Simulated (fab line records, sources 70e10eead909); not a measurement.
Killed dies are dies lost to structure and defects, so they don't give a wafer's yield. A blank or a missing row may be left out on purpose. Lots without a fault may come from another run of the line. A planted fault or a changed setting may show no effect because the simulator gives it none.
Chamber matching | flow nand_harc | NHARC_A_STAIRCASE_ETCHBACK_422 on rie_diel-09: 4 sister chambers
The step etches the open film in CH3F/O2, target depth 40 nm, time 74.286 s. 4 wafers are shown with their chamber, then 8 later ones without.

WAFERS WITH THEIR CHAMBER
wafer  | chamber | drypump_motor_current_A (A)
L082.4 | 1       | 5.0
L088.2 | 3       | 5.6
L088.5 | 0       | 6.3
L088.1 | 2       | 5.6

WAFERS WITHOUT THEIR CHAMBER
wafer  | drypump_motor_current_A (A)
L088.3 | 5.0
L088.6 | 5.6
L097.1 | 5.6
L097.2 | 6.4
L097.5 | 5.6
L097.3 | 5.6
L097.4 | 5.0
L097.6 | 6.4

WHICH CHAMBER EACH WENT THROUGH
wafer  | from the rows above     | in truth
L088.3 | 1                       | 1
L088.6 | can't be placed: 2 or 3 | 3
L097.1 | can't be placed: 2 or 3 | 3
L097.2 | 0                       | 0
L097.5 | can't be placed: 2 or 3 | 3
L097.3 | can't be placed: 2 or 3 | 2
L097.4 | 1                       | 1
L097.6 | 0                       | 0
Placed correctly: 4 of 8. Can't be placed from these rows: 4 (the true chamber is among the candidates in 4). Placed wrongly: 0.
How it was worked out, from the rows above alone: a wafer's distance from a chamber is the root of the sum, over the readings, of the square of ((its reading less the chamber's mean) divided by the reading's scatter). The wafer belongs to the nearest chamber; if the next one is less than 2 further off, it can't be placed. A chamber's mean is the mean of its shown wafers. The scatter: with one shown wafer a chamber, the root of the mean of the squares of how far each hidden wafer lies from its nearest shown one.
